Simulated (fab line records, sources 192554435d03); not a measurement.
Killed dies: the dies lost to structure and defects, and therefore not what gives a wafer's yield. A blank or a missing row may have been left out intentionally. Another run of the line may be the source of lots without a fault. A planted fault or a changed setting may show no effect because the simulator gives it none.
The same fault as seen by 2 desks	flow n5 finfet	each desk has only its own numbers; what lay behind them comes last

## THE METROLOGY DESK
Means of the sampled wafers that have a number, per lot and without regard to the tool the lot ran on: this is what the gauges read. A lot is out of limits, marked OUT, if its mean lies more than 4 standard deviations from the usual mean; the brackets give that distance. Of its 11 readings 7 are shown: the one that was out of limits first, and those that lie furthest out on some lot.
Columns: A = cd nm at N5_WELL_APT_CD_MEAS_25, usual 200.2 nm; B = DIBL_N at N5_BEOL_M4_RC_MEAS_101, usual 36.2 mV/V; C = IOFF_P at N5_BEOL_M4_RC_MEAS_101, usual 0.22 nA/um; D = ION_P at N5_BEOL_M4_RC_MEAS_101, usual 463 uA/um; E = SS_N at N5_BEOL_M4_RC_MEAS_101, usual 71.4 mV/dec; F = SS_P at N5_BEOL_M4_RC_MEAS_101, usual 73.2 mV/dec; G = VT_P at N5_BEOL_M4_RC_MEAS_101, usual -250 mV
lot	first seen here	A	B	C	D	E	F	G
L839	day 1 21:08	200.8	35.1	0.22	470	70.9	72.9	-248
L840	day 2 02:56	201.9	36.6	0.23	465	71.7	73.6	-250
L841	day 2 08:50	198.7	36.9	0.23	470	71.7	73.5	-249
L843	day 2 21:04	201.4	36.0	0.20	461	71.1	72.7	-249
L850	day 4 14:59	209.3 (+4.8) OUT	35.1	0.22	468	71.0	72.6	-245
L852	day 5 03:27	201.5	34.7	0.17	453	70.9	72.7	-256
L858	day 6 16:04	198.6	38.8	0.22	460	71.6	73.0	-249
L860	day 7 02:41	200.6	34.7	0.19	465	70.5	72.3	-251
L861	day 7 08:52	199.5	36.6	0.22	468	72.0	73.1	-248
Finding of this desk: L850 out of limits; the first was L850 at day 4 14:59, on cd nm at N5_WELL_APT_CD_MEAS_25. L839, L840, L841, L843, L852, L858, L860, L861 stayed within limits.

## FOR THE TOOL OWNER'S DESK: litho track-03
The tool's own readings at N5_WELL_APT_PEB_23 (peb time 90 s): means of the sampled wafers that have a number, for each lot that ran on this tool. A lot is out of limits, marked OUT, if its mean lies more than 4 standard deviations from the usual mean; the brackets give that distance.
Columns: A = chill plate temp C at N5_WELL_APT_PEB_23, usual 23.02 C; B = plate temp C at N5_WELL_APT_PEB_23, usual 130.00 C
lot	first seen here	A	B
L841	day 2 08:44	22.98	129.83
L843	day 2 20:56	23.08	129.94
L850	day 4 14:52	23.08	131.16 (+8.9) OUT
L852	day 5 03:20	23.02	131.14 (+8.8) OUT
L861	day 7 08:46	23.06	130.01
Finding of this desk: L850, L852 out of limits; the first was L850 at day 4 14:52, on plate temp C at N5_WELL_APT_PEB_23. L841, L843, L861 stayed within limits.

## BROUGHT TOGETHER
At day 4 14:52, on L850, L852, the tool owner's desk was in a position to raise an alarm.
Metrology desk: alarm possible at day 4 14:59 on L850.
The metrology desk has L852 on record, within its limits.
The lots listed all ran N5_WELL_APT_PEB_23 on litho track-03.

## WHAT WAS PUT IN BY THE SIMULATOR
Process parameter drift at N5_WELL_APT_PEB_23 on litho track-03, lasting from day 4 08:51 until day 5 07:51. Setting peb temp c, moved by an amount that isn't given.
Shown lots that were struck: L850, L852.
Fault start to first reading out of limits, in hours, per desk: tool owner, 6; metrology, 6.
